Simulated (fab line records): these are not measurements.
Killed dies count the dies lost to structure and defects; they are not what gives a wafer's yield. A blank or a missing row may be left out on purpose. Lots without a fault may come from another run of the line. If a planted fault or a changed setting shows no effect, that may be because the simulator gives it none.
fab line records -- flow nand_harc
record lots=11, wafers=33, last_day=25
route steps=1159 shown A_SLIT@799 A_WL_FILL@824 A_CONTACT@840
lots untouched by any fault: they come from a run of this same line in which no faults occurred
start_h: hours from the record's opening day to when the first of the lot's shown wafers began -- wait_h: hours elapsed since this lot's preceding step -- " the same as in the row above -- L1.1+2: a row that stands for several wafers -- - no value present, or no start provided -- * or withheld: withheld -- < > ~ a bound
route shown NAME@n: NAME is a module with steps in the file, n the number in the route of the first one -- usual: average and standard deviation across the fault-free wafers -- same: alike in all rows -- chamber/n: place in a boat -- sites: each site's reading -- _std_site: standard deviation of those values -- _edge_site: outer sites' mean less inner sites' -- radius_mm: how far each site lies from the wafer's centre -- mask NAME#n: copy n -- behind: the tool/chamber that last shaped the wafer -- hold: why the lot was held/for how many hours/how that ended -- device: the n, p or np transistor that did not switch -- end of line: the same wafers' tests at the end of the route -- step lacking rows: just its recipe -- killed: the dies lost at the first sort to structure and to defects; this is not the yield of the wafer -- map: shows each die of a wafer: x if killed, . if not, _ if none is there
set.NAME: the setting the step ran with; set.NAME@STEP: the setting that earlier step ran with -- model.NAME: the simulator's own value behind a step, which no gauge read
steps of the route over a sample of lots; a table a step, a row a wafer
services: when a tool's chamber went out of use (start_h, in hours from the record's first day, below 0 if earlier), for how many hours, and the reason
## steps
# step NHARC_A_SLIT_ETCH_29
# recipe target_depth_a=1000, overetch_a=100, time_s=55, ion_energy_ev=100, cf4_flow_sccm=80, o2_flow_sccm=20, ar_flow_sccm=0, rf_w=300, bias_w=100, chemistry=CF4/O2
# usual cf4_flow_sccm=80.01/0.23, drypump_motor_current_A=5.6/0.36, o2_flow_sccm=20.00/0.063, oes_ar_750_au=1.000/0.0045, oes_product_au=1.000/0.011, rf_vpp_V=198.0/1.3, showerhead_plenum_p_Torr=1.35/0.045, throttle_valve_pct=13.398/0.01
# same time_s=55
lot.wafer,tool,chamber,start_h,wait_h,cf4_flow_sccm,drypump_motor_current_A,o2_flow_sccm,oes_ar_750_au,oes_product_au,rf_hours_counter_h,rf_vpp_V,showerhead_plenum_p_Torr,throttle_valve_pct
L828.1,rie_diel-11,1,344.76,0.1,79.77,5.2,20.06,1.003,0.995,10,197.3,1.35,13.415
L828.4,rie_diel-11,3,344.76,0.1,80.25,5.4,19.98,1.005,0.999,10,197.3,1.35,13.400
L828.5,rie_diel-11,2,344.76,0.1,79.62,5.6,20.02,1.002,1.011,-,198.9,1.38,13.388
L827.1,rie_diel-08,1,344.92,0.1,79.96,5.3,20.12,0.999,0.989,2,197.1,1.26,13.395
L827.3,rie_diel-08,3,344.92,0.1,80.12,6.0,19.98,0.997,0.982,3,196.2,1.32,13.402
L827.4,rie_diel-08,0,344.92,0.1,79.86,6.0,20.07,0.998,0.994,2,199.9,1.39,13.392
L829.3,rie_diel-11,2,364.86,0.1,80.52,5.5,20.07,1.000,1.007,11,198.1,1.37,13.386
L829.1,rie_diel-11,3,364.86,0.1,79.85,5.4,20.06,0.997,1.011,10,197.5,1.35,13.417
L829.4,rie_diel-11,0,364.86,0.1,80.22,5.4,19.95,1.002,1.016,10,198.7,1.40,13.385
L831.2,rie_diel-12,1,376.34,0.1,79.71,6.2,20.00,1.001,0.984,13,199.0,1.41,13.384
L831.4,rie_diel-12,3,376.34,0.1,80.16,6.1,20.05,1.000,1.004,13,195.1,1.29,13.402
L831.1,rie_diel-12,0,376.34,0.1,79.75,5.7,19.99,1.010,1.017,12,199.5,1.43,13.398
L832.2,rie_diel-08,3,376.53,0.1,79.90,6.0,19.97,0.997,0.989,5,198.3,1.32,13.399
L832.4,rie_diel-08,0,376.53,0.1,80.18,6.0,19.96,1.002,1.002,5,197.5,1.39,13.411
L832.1,rie_diel-08,2,376.53,0.1,79.81,5.7,19.92,1.005,0.999,6,197.6,1.34,13.412
L833.4,rie_diel-08,2,378.02,0.1,79.96,5.7,19.92,1.003,1.007,6,198.1,1.34,13.383
L833.6,rie_diel-08,2,378.02,0.1,79.72,5.7,19.99,1.010,1.005,-,197.4,1.34,13.405
L833.5,rie_diel-08,3,378.02,0.1,79.71,6.0,20.01,1.002,0.985,-,198.7,1.32,13.394
L837.3,rie_diel-12,1,399.27,0.1,79.94,6.3,20.02,1.001,0.992,1,200.0,1.41,13.401
L837.1,rie_diel-12,2,399.27,0.1,80.27,5.1,20.02,1.006,0.981,1,198.1,1.35,13.411
L837.5,rie_diel-12,2,399.27,0.1,79.92,5.1,20.09,0.998,0.987,-,197.8,1.35,13.422
L838.2,rie_diel-11,3,437.76,0.1,80.17,5.4,19.98,0.998,1.022,5,199.3,1.35,13.381
L838.1,rie_diel-11,1,437.76,0.1,80.36,5.2,20.08,1.002,1.008,4,198.9,1.34,13.383
L838.6,rie_diel-11,2,437.76,0.1,79.75,5.5,20.12,1.006,1.007,-,199.4,1.37,13.381
L844.3,rie_diel-08,1,446.25,0.1,80.23,5.3,20.02,1.001,1.007,11,195.7,1.26,13.384
L844.6,rie_diel-08,0,446.25,0.1,79.83,6.0,19.91,1.011,1.003,-,198.1,1.39,13.414
L844.5,rie_diel-08,1,446.25,0.1,80.38,5.4,20.18,1.008,1.001,-,197.0,1.26,13.396
L846.3,rie_diel-11,2,447.94,0.1,79.68,5.6,19.96,1.001,1.003,5,198.8,1.37,13.405
L846.6,rie_diel-11,2,447.94,0.1,80.08,5.6,19.89,0.999,1.000,-,198.0,1.37,13.391
L846.4,rie_diel-11,3,447.94,0.1,80.13,5.4,20.06,1.006,1.015,-,198.8,1.35,13.386
L845.1,rie_diel-08,1,448.65,0.1,80.44,5.3,19.91,1.005,1.001,11,195.1,1.26,13.396
L845.3,rie_diel-08,2,448.65,0.1,80.11,5.7,20.07,1.006,1.010,11,198.8,1.34,13.391
L845.2,rie_diel-08,3,448.65,0.1,80.02,6.0,19.93,0.999,0.978,9,197.2,1.32,13.404
# step NHARC_A_WL_FILL_STRIP_29
# recipe time_s=20, o2_flow_sccm=500, ar_flow_sccm=0, bias_w=0, chemistry=O2
# usual drypump_motor_current_A=5.9/0.46, o2_flow_sccm=499.8/1.5, oes_product_au=0.998/0.015, rf_vpp_V=57.7/0.82, showerhead_plenum_p_Torr=3.49/0.14, throttle_valve_pct=17.035/0.0085
# same time_s=20
lot.wafer,tool,chamber,start_h,wait_h,drypump_motor_current_A,o2_flow_sccm,oes_product_au,rf_hours_counter_h,rf_vpp_V,showerhead_plenum_p_Torr,throttle_valve_pct
L828.1,rie_diel-05,0,374.23,0.1,5.9,501.8,1.025,0.6,58.0,3.59,17.037
L828.4,rie_diel-05,1,374.23,0.1,5.5,500.0,0.990,0.7,57.8,3.36,17.036
L828.5,rie_diel-05,0,374.23,0.1,5.9,500.4,1.018,-,58.8,3.59,17.034
L827.3,rie_diel-06,3,375.24,0.1,6.5,500.4,1.001,4.3,58.2,3.35,17.030
L827.1,rie_diel-06,0,375.24,0.1,5.9,500.3,0.998,4.3,57.5,3.59,17.016
L827.4,rie_diel-06,1,375.24,0.1,6.3,500.8,0.972,4.8,56.7,3.49,17.024
L829.3,rie_diel-03,2,391.89,0.1,5.8,501.1,0.983,10.1,57.9,3.47,17.013
L829.4,rie_diel-03,3,391.89,0.1,5.6,499.8,0.975,10.4,58.4,3.34,17.043
L829.1,rie_diel-03,0,391.89,0.1,6.4,500.2,1.007,10.5,57.7,3.64,17.027
L831.4,rie_diel-03,0,405.62,0.1,6.4,498.5,1.001,0.1,58.5,3.64,17.036
L831.1,rie_diel-03,1,405.62,0.1,5.3,499.1,0.981,0.1,58.4,3.51,17.029
L831.2,rie_diel-03,2,405.62,0.1,5.8,501.0,0.993,0.1,58.0,3.47,17.044
L832.2,rie_diel-06,3,405.63,0.1,6.5,499.3,0.993,5.8,58.7,3.35,17.024
L832.4,rie_diel-06,0,405.63,0.1,5.9,499.7,0.988,5.1,57.5,3.59,17.027
L832.1,rie_diel-06,1,405.63,0.1,6.3,496.9,0.989,6.1,58.4,3.49,17.024
L833.4,rie_diel-05,2,408.73,0.1,6.3,499.4,0.995,1.6,56.8,3.37,17.031
L833.5,rie_diel-05,3,408.73,0.1,5.1,497.6,1.008,-,58.1,3.76,17.038
L833.6,rie_diel-05,0,408.73,0.1,5.9,497.9,1.021,-,58.6,3.59,17.035
L837.1,rie_diel-05,3,422.25,0.1,5.1,500.7,1.011,1.9,59.4,3.75,17.041
L837.3,rie_diel-05,1,422.25,0.1,5.5,499.8,1.004,1.9,57.7,3.36,17.039
L837.5,rie_diel-05,3,422.25,0.1,5.1,502.1,0.999,-,56.9,3.76,17.034
L838.2,rie_diel-06,1,460.82,0.1,6.3,500.1,1.004,1.2,57.0,3.48,17.022
L838.1,rie_diel-06,3,460.82,0.1,6.5,502.7,0.995,1.2,57.2,3.35,17.044
L838.6,rie_diel-06,1,460.82,0.1,6.3,498.6,1.002,-,57.4,3.48,17.047
L844.3,rie_diel-06,1,470.19,0.1,6.4,501.0,1.007,1.5,59.0,3.48,17.038
L844.5,rie_diel-06,0,470.19,0.1,5.9,499.3,1.001,-,58.6,3.59,17.026
L844.6,rie_diel-06,1,470.19,0.1,6.4,499.3,1.006,-,59.1,3.48,17.042
L845.3,rie_diel-05,1,470.21,0.1,5.5,497.8,1.003,2.9,58.1,3.36,17.030
L845.1,rie_diel-05,2,470.21,0.1,6.3,499.5,1.001,3.0,57.4,3.37,17.040
L845.2,rie_diel-05,0,470.21,0.1,5.9,500.7,1.019,2.7,56.9,3.58,17.032
L846.3,rie_diel-03,2,475.56,0.1,5.8,498.7,0.983,5.1,58.7,3.46,17.048
L846.4,rie_diel-03,1,475.56,0.1,5.3,499.3,0.983,5.0,57.4,3.51,17.054
L846.6,rie_diel-03,3,475.56,0.1,5.7,501.1,0.981,-,58.4,3.34,17.036
# step NHARC_A_CONTACT_DEP_24
# recipe target_thk_a=5000, temp_c=400, pressure_torr=6.5, rf_w=900, teos_flow_sccm=161.4, flow_sccm=2650, target_thk_nm=500, gas=O2, material=SiO2
# usual flow_sccm=2650/7.3, heater_power_w=556/89, mfc_precursor_sccm=161.4/0.49, throttle_valve_pct=15.8/0.54
lot.wafer,tool,chamber,start_h,wait_h,flow_sccm,heater_power_w,mfc_precursor_sccm,throttle_valve_pct
L827.3,pecvd-02,0,388.08,0.1,2623,587,161.9,14.9
L827.1,pecvd-02,1,388.08,0.1,2641,394,161.2,16.1
L827.4,pecvd-02,0,388.08,0.1,2645,626,162.4,15.5
L828.1,pecvd-04,0,392.38,0.1,2654,598,160.7,15.0
L828.5,pecvd-04,2,392.38,0.1,2652,568,160.8,15.5
L828.4,pecvd-04,0,392.38,0.1,2656,459,161.7,15.3
L829.1,pecvd-02,0,405.40,0.1,2662,602,161.6,15.2
L829.3,pecvd-02,2,405.40,0.1,2663,639,161.4,16.7
L829.4,pecvd-02,1,405.40,0.1,2642,472,161.4,16.3
L831.1,pecvd-04,0,417.54,0.1,2662,529,159.9,15.1
L831.2,pecvd-04,1,417.54,0.1,2652,532,161.2,16.2
L831.4,pecvd-04,1,417.54,0.1,2654,553,161.0,16.1
L832.1,pecvd-02,1,417.80,0.1,2657,353,161.6,16.4
L832.2,pecvd-02,2,417.80,0.1,2645,581,161.4,16.4
L832.4,pecvd-02,0,417.80,0.1,2651,730,161.4,15.3
L833.5,pecvd-02,0,421.96,0.2,2644,662,128.4,14.7
L833.6,pecvd-02,1,421.96,0.2,2645,440,161.6,16.5
L833.4,pecvd-02,2,421.96,0.2,2646,660,161.5,16.5
L837.3,pecvd-04,1,434.38,0.1,2647,461,161.1,16.2
L837.1,pecvd-04,2,434.38,0.1,2654,618,160.6,15.3
L837.5,pecvd-04,2,434.38,0.1,2649,637,160.5,15.4
L838.2,pecvd-01,1,472.17,0.1,2648,677,161.0,14.9
L838.1,pecvd-01,0,472.17,0.1,2648,485,160.7,15.6
L838.6,pecvd-01,0,472.17,0.1,2645,497,161.5,15.5
L845.3,pecvd-01,1,491.40,0.1,2642,614,161.0,15.2
L845.2,pecvd-01,2,491.40,0.1,2653,542,161.6,16.0
L845.1,pecvd-01,0,491.40,0.1,2654,457,162.6,15.7
L844.3,pecvd-01,0,498.11,0.1,2642,472,161.5,15.9
L844.6,pecvd-01,2,498.11,0.1,2644,552,161.2,16.0
L844.5,pecvd-01,1,498.11,0.1,2644,598,161.0,14.9
L846.3,pecvd-01,2,506.65,0.1,2653,646,161.4,16.1
L846.6,pecvd-01,2,506.65,0.1,2656,485,162.1,16.3
L846.4,pecvd-01,0,506.65,0.1,2656,469,161.7,15.8
# step NHARC_A_CONTACT_CD_MEAS_42
# recipe target_cd_nm=200, landing_energy_ev=500
# usual cd_nm=200.2/0.68
# same landing_energy_ev=500
lot.wafer,tool,chamber,start_h,wait_h,cd_nm
L827.1,cd_sem-02,0,391.57,-,200.7
L827.3,cd_sem-02,0,391.57,-,200.9
L827.4,cd_sem-02,0,391.57,-,200.0
L828.1,cd_sem-01,0,395.86,-,198.5
L828.4,cd_sem-01,0,395.86,-,200.1
L828.5,cd_sem-01,0,395.86,-,200.3
L829.1,cd_sem-02,0,408.92,-,200.9
L829.3,cd_sem-02,0,408.92,-,201.0
L829.4,cd_sem-02,0,408.92,-,200.8
L831.1,cd_sem-03,0,421.01,-,200.0
L831.2,cd_sem-03,0,421.01,-,200.3
L831.4,cd_sem-03,0,421.01,-,199.3
L832.1,cd_sem-02,0,422.46,-,198.8
L832.2,cd_sem-02,0,422.46,-,199.9
L832.4,cd_sem-02,0,422.46,-,199.5
L833.4,cd_sem-03,0,425.22,-,200.6
L833.5,cd_sem-03,0,425.22,-,200.6
L833.6,cd_sem-03,0,425.22,-,200.0
L837.1,cd_sem-02,0,439.07,-,199.8
L837.3,cd_sem-02,0,439.07,-,200.8
L837.5,cd_sem-02,0,439.07,-,201.4
L838.1,cd_sem-02,0,475.79,-,199.5
L838.2,cd_sem-02,0,475.79,-,198.8
L838.6,cd_sem-02,0,475.79,-,200.0
L845.1,cd_sem-03,0,496.50,-,200.3
L845.2,cd_sem-03,0,496.50,-,201.0
L845.3,cd_sem-03,0,496.50,-,200.4
L844.3,cd_sem-02,0,501.88,-,201.1
L844.5,cd_sem-02,0,501.88,-,200.0
L844.6,cd_sem-02,0,501.88,-,200.5
L846.3,cd_sem-03,0,511.94,-,201.2
L846.4,cd_sem-03,0,511.94,-,201.7
L846.6,cd_sem-03,0,511.94,-,200.3
## services
tool,chamber,start_h,hours,kind
rie_diel-05,-,328.11,0.8,repair
pecvd-02,-,334.59,13.0,pm
rie_diel-05,-,340.60,9.0,pm
rie_diel-08,3,364.42,8.7,repair
rie_diel-11,-,366.50,9.0,pm
rie_diel-08,-,366.91,0.2,repair
rie_diel-06,2,368.46,4.7,repair
pecvd-04,-,376.41,13.0,pm
rie_diel-06,0,383.07,10.3,repair
rie_diel-11,0,387.59,4.0,repair
rie_diel-03,-,392.30,9.0,pm
rie_diel-05,0,412.47,3.0,repair
rie_diel-06,1,412.96,17.0,repair
rie_diel-06,3,417.92,7.5,repair
rie_diel-06,-,418.20,9.0,pm
pecvd-01,-,418.50,13.0,pm
rie_diel-11,1,447.92,6.6,repair
pecvd-02,2,466.79,20.7,repair
rie_diel-06,1,471.06,49.6,repair
rie_diel-08,-,478.80,9.0,pm
rie_diel-11,0,479.01,4.5,repair
rie_diel-03,0,482.74,3.8,repair
pecvd-02,0,487.25,6.2,repair
rie_diel-05,0,489.65,2.7,repair
## key
first_sign step=NHARC_A_CONTACT_DEP_24, reading=mfc_precursor_sccm, direction=down, sigmas=68, usual=161.4, struck=128.4
effect none on later readings
met_at NHARC_A_CONTACT_DEP_24
struck_lots L833
struck_wafers L833.5
tester_left_out L833
not_acting_at NHARC_A_SLIT_ETCH_29,NHARC_A_WL_FILL_STRIP_29,NHARC_A_CONTACT_CD_MEAS_42
onset_between 417.80 421.96
fault kind=process_parameter_drift, tool=pecvd-02, chamber=0, onset_h=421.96, steps=NHARC_A_CONTACT_DEP_24, channel=teos_flow_sccm, offset=*, shape=step, end_h=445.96, acts_in=*, stated=*
# tester_left_out: of these lots the tester's yield and bins aren't shown, on N5 and GAA mostly nor the transistor test; their killed dies are dies lost to structure and defects alone, not to doping, threshold or leakage, so they don't give the yield
